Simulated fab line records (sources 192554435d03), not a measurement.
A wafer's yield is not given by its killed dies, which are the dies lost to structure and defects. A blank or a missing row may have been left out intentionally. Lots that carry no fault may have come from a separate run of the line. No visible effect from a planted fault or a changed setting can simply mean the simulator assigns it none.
Which tool was responsible? | flow n5_finfet | 11 lots with 33 wafers sampled at 5 steps, on a route of 1938 steps

== WHAT EACH GAUGE READ, for each wafer ==
N5_BEOL_M4_CD_MEAS_35: target cd 18 nm, target cd y 22.4 nm. Usual: cd_nm at 18.2 nm, with a standard deviation of 0.36.
lot  | measured     | on        | cd_nm (nm)     | flag
L864 | day 8 03:47  | cd_sem-01 | 18.5 18.2 18.2 |
L867 | day 8 14:20  | cd_sem-01 | 18.6 17.8 17.9 |
L870 | day 10 09:20 | cd_sem-03 | 18.2 17.8 18.0 |
L871 | day 10 17:06 | cd_sem-01 | 18.1 18.3 18.0 |
L872 | day 10 20:00 | cd_sem-01 | 18.2 18.2 19.3 |
L874 | day 11 01:47 | cd_sem-03 | 18.7 18.2 17.8 |
L876 | day 11 11:04 | cd_sem-03 | 18.4 18.2 18.9 |
L875 | day 11 11:11 | cd_sem-01 | 18.2 18.3 18.3 |
L881 | day 13 00:04 | cd_sem-02 | 18.2 17.9 17.5 |
L884 | day 13 17:01 | cd_sem-01 | 19.2 18.8 18.1 |
L885 | day 13 23:16 | cd_sem-01 | 17.9 18.3 18.5 |

N5_BEOL_M4_RC_MEAS_101. Usual: DIBL_N 35.9 mV/V, standard deviation 1.7; DIBL_P 35.8 mV/V, standard deviation 2.2; IOFF_N 0.15 nA/um, standard deviation 0.03; IOFF_P 0.21 nA/um, standard deviation 0.036; ION_N 674 uA/um, standard deviation 12; ION_P 463 uA/um, standard deviation 7.2; SS_N 71.3 mV/dec, standard deviation 0.59; SS_P 73.1 mV/dec, standard deviation 0.69; VT_N 250 mV, standard deviation 3; VT_P -251 mV, standard deviation 3.2.
lot  | measured     | on        | DIBL_N (mV/V)  | DIBL_P (mV/V)  | IOFF_N (nA/um) | IOFF_P (nA/um) | ION_N (uA/um) | ION_P (uA/um) | SS_N (mV/dec)  | SS_P (mV/dec)  | VT_N (mV)   | VT_P (mV)      | flag
L864 | day 8 09:34  | prober-01 | 34.2 33.6 34.9 | 33.4 33.0 34.2 | 0.13 0.12 0.14 | 0.20 0.19 0.20 | 674 658 668   | 468 462 462   | 71.0 71.3 71.7 | 72.0 72.1 73.0 | 249 254 252 | -251 -250 -249 |
L867 | day 8 18:22  | prober-02 | 34.0 36.1 35.6 | 33.5 35.7 35.3 | 0.12 0.16 0.13 | 0.19 0.22 0.20 | 662 679 662   | 460 470 464   | 70.9 70.9 70.7 | 72.6 72.7 72.9 | 253 248 252 | -251 -248 -249 |
L870 | day 10 13:59 | prober-01 | 35.7 35.9 35.3 | 37.4 36.5 37.5 | 0.15 0.14 0.15 | 0.20 0.21 0.22 | 675 675 685   | 467 467 474   | 71.2 71.5 71.3 | 73.1 73.0 72.5 | 250 254 249 | -252 -249 -252 |
L871 | day 10 21:28 | prober-02 | 35.7 33.1 35.6 | 36.3 33.1 35.3 | 0.16 0.12 0.16 | 0.18 0.14 0.17 | 688 658 684   | 465 447 457   | 71.5 70.5 70.8 | 73.7 72.7 73.5 | 248 251 248 | -252 -258 -256 |
L872 | day 11 00:13 | prober-02 | 33.3 34.1 34.9 | 32.4 35.3 33.7 | 0.10 0.12 0.12 | 0.14 0.17 0.15 | 656 665 649   | 457 457 447   | 70.1 70.3 70.9 | 71.9 73.2 72.8 | 252 253 253 | -255 -255 -258 |
L874 | day 11 06:11 | prober-02 | 36.9 36.7 35.9 | 37.0 37.3 35.6 | 0.18 0.17 0.15 | 0.25 0.24 0.22 | 690 670 678   | 472 457 468   | 71.2 71.8 71.6 | 73.0 73.6 73.4 | 246 250 251 | -246 -248 -250 |
L876 | day 11 15:00 | prober-02 | 34.1 38.9 35.0 | 34.2 39.7 34.5 | 0.11 0.19 0.12 | 0.16 0.23 0.15 | 660 669 656   | 454 453 452   | 70.6 72.1 71.2 | 73.3 74.7 72.7 | 255 249 253 | -254 -254 -258 |
L875 | day 11 15:34 | prober-01 | 33.0 35.6 32.2 | 32.8 36.6 31.0 | 0.12 0.15 0.10 | 0.17 0.22 0.14 | 670 678 658   | 465 465 450   | 70.8 71.9 70.7 | 72.5 73.1 71.9 | 252 249 256 | -253 -250 -255 |
L881 | day 13 04:11 | prober-01 | 33.5 32.6 36.3 | 33.8 31.7 35.8 | 0.13 0.11 0.17 | 0.19 0.17 0.22 | 670 645 681   | 464 447 468   | 70.4 70.0 71.0 | 72.4 72.1 73.4 | 250 252 251 | -248 -251 -248 |
L884 | day 13 22:01 | prober-02 | 35.8 37.6 34.1 | 36.1 38.6 33.2 | 0.15 0.19 0.12 | 0.21 0.25 0.16 | 673 686 665   | 461 467 455   | 71.4 72.0 70.5 | 73.9 74.6 72.6 | 248 246 255 | -251 -249 -251 |
L885 | day 14 03:22 | prober-02 | 33.7 36.1 34.0 | 34.0 36.2 34.3 | 0.11 0.14 0.11 | 0.16 0.18 0.15 | 667 675 658   | 464 457 457   | 70.3 71.2 70.8 | 72.1 73.5 72.1 | 256 254 255 | -255 -251 -255 |

== EACH LOT AND THE TOOL THAT RAN IT (in order: tool; ch and the chambers of the sampled wafers; start) ==
lot  | N5_BEOL_M4_DEGAS_44          | N5_BEOL_M4_ANNEAL_49         | N5_BEOL_M4_SPUTTER_81
L864 | pvd_sputter-02, day 8 04:04  | pvd_sputter-03, day 8 06:15  | pvd_sputter-03, day 8 06:37
L867 | pvd_sputter-02, day 8 14:24  | pvd_sputter-01, day 8 15:07  | pvd_sputter-01, day 8 15:29
L870 | pvd_sputter-03, day 10 10:13 | pvd_sputter-03, day 10 11:04 | pvd_sputter-03, day 10 11:25
L871 | pvd_sputter-02, day 10 17:14 | pvd_sputter-02, day 10 18:27 | pvd_sputter-02, day 10 18:49
L872 | pvd_sputter-01, day 10 20:33 | pvd_sputter-02, day 10 21:26 | pvd_sputter-02, day 10 21:47
L874 | pvd_sputter-03, day 11 02:30 | pvd_sputter-01, day 11 03:14 | pvd_sputter-01, day 11 03:35
L876 | pvd_sputter-03, day 11 11:19 | pvd_sputter-02, day 11 12:13 | pvd_sputter-02, day 11 12:35
L875 | pvd_sputter-03, day 11 11:24 | pvd_sputter-03, day 11 12:29 | pvd_sputter-03, day 11 12:50
L881 | pvd_sputter-03, day 13 00:06 | pvd_sputter-02, day 13 01:25 | pvd_sputter-02, day 13 01:46
L884 | pvd_sputter-02, day 13 18:28 | pvd_sputter-01, day 13 19:08 | pvd_sputter-01, day 13 19:30
L885 | pvd_sputter-01, day 13 23:44 | pvd_sputter-02, day 14 00:34 | pvd_sputter-02, day 14 00:56
- N5_BEOL_M4_DEGAS_44: time 60 s.
- N5_BEOL_M4_ANNEAL_49: time 240 s.
- N5_BEOL_M4_SPUTTER_81: material Cu, target thk 4.5 nm, time 8.29 s.

== AS READ BY THE TOOLS THEMSELVES (means over the sampled wafers that have a number; for cases with no such wafer, the mark the record gives instead) ==
N5_BEOL_M4_DEGAS_44. Usual: heater_power_w at 351 W, with a standard deviation of 48.
lot  | tool           | heater_power_w (W) | flag
L864 | pvd_sputter-02 | 394                |
L867 | pvd_sputter-02 | 399                |
L870 | pvd_sputter-03 | 340                |
L871 | pvd_sputter-02 | 427                |
L872 | pvd_sputter-01 | 281                |
L874 | pvd_sputter-03 | 319                |
L876 | pvd_sputter-03 | 320                |
L875 | pvd_sputter-03 | 340                |
L881 | pvd_sputter-03 | 317                |
L884 | pvd_sputter-02 | 375                |
L885 | pvd_sputter-01 | 348                |

N5_BEOL_M4_ANNEAL_49. Usual: heater_power_w at 851 W, with a standard deviation of 120.
lot  | tool           | heater_power_w (W) | flag
L864 | pvd_sputter-03 | 807                |
L867 | pvd_sputter-01 | 784                |
L870 | pvd_sputter-03 | 835                |
L871 | pvd_sputter-02 | 990                |
L872 | pvd_sputter-02 | 1005               |
L874 | pvd_sputter-01 | 785                |
L876 | pvd_sputter-02 | 936                |
L875 | pvd_sputter-03 | 796                |
L881 | pvd_sputter-02 | 944                |
L884 | pvd_sputter-01 | 821                |
L885 | pvd_sputter-02 | 932                |

N5_BEOL_M4_SPUTTER_81. Usual: chamber_pressure_pa 0.07001 Pa, standard deviation 0.00014; chuck_gas_flow_sccm 1.27 sccm, standard deviation 0.056; throttle_valve_pct 29.8 %, standard deviation 1.1.
lot  | tool           | chamber_pressure_pa (Pa) | chuck_gas_flow_sccm (sccm) | throttle_valve_pct (%) | flag
L864 | pvd_sputter-03 | 0.06992                  | 1.36                       | 28.2                   |
L867 | pvd_sputter-01 | 0.07001                  | 1.23                       | 30.2                   |
L870 | pvd_sputter-03 | 0.06992                  | 1.26                       | 30.3                   |
L871 | pvd_sputter-02 | 0.07002                  | 1.23                       | 30.6                   |
L872 | pvd_sputter-02 | 0.06991                  | 1.24                       | 30.0                   |
L874 | pvd_sputter-01 | -                        | -                          | -                      | OFF
L876 | pvd_sputter-02 | -                        | -                          | -                      | OFF
L875 | pvd_sputter-03 | 0.07009                  | 1.26                       | 29.3                   |
L881 | pvd_sputter-02 | 0.06998                  | 1.31                       | 30.8                   |
L884 | pvd_sputter-01 | 0.07000                  | 1.29                       | 29.4                   |
L885 | pvd_sputter-02 | 0.07018                  | 1.24                       | 30.2                   |

== THE ANSWER, worked out from the rows above alone ==
Rule: a lot counts as off when the mean over its wafers that have a number is more than 3 standard deviations away from the usual mean. Also off: a lot with no number at a reading for which 4 or more lots have one. Where the step has rows for the other lots, those lots are counted as sound. Order of review: gauges by route order, followed by the tools' own readings, for which a lot's mean as printed above is used. The first step at which some lot is off is used, and at that step the reading that is off furthest; a lot without a number counts as furthest.
Off at N5_BEOL_M4_SPUTTER_81 (chamber_pressure_pa): L874, L876. Without a number there: L874, L876.
If a tool, at that step or one of the process steps before it, ran each lot that is off and ran no sound lot following the first of them, it fits. None of those tried fits.

== WHAT THE SIMULATOR HAD INSERTED ==
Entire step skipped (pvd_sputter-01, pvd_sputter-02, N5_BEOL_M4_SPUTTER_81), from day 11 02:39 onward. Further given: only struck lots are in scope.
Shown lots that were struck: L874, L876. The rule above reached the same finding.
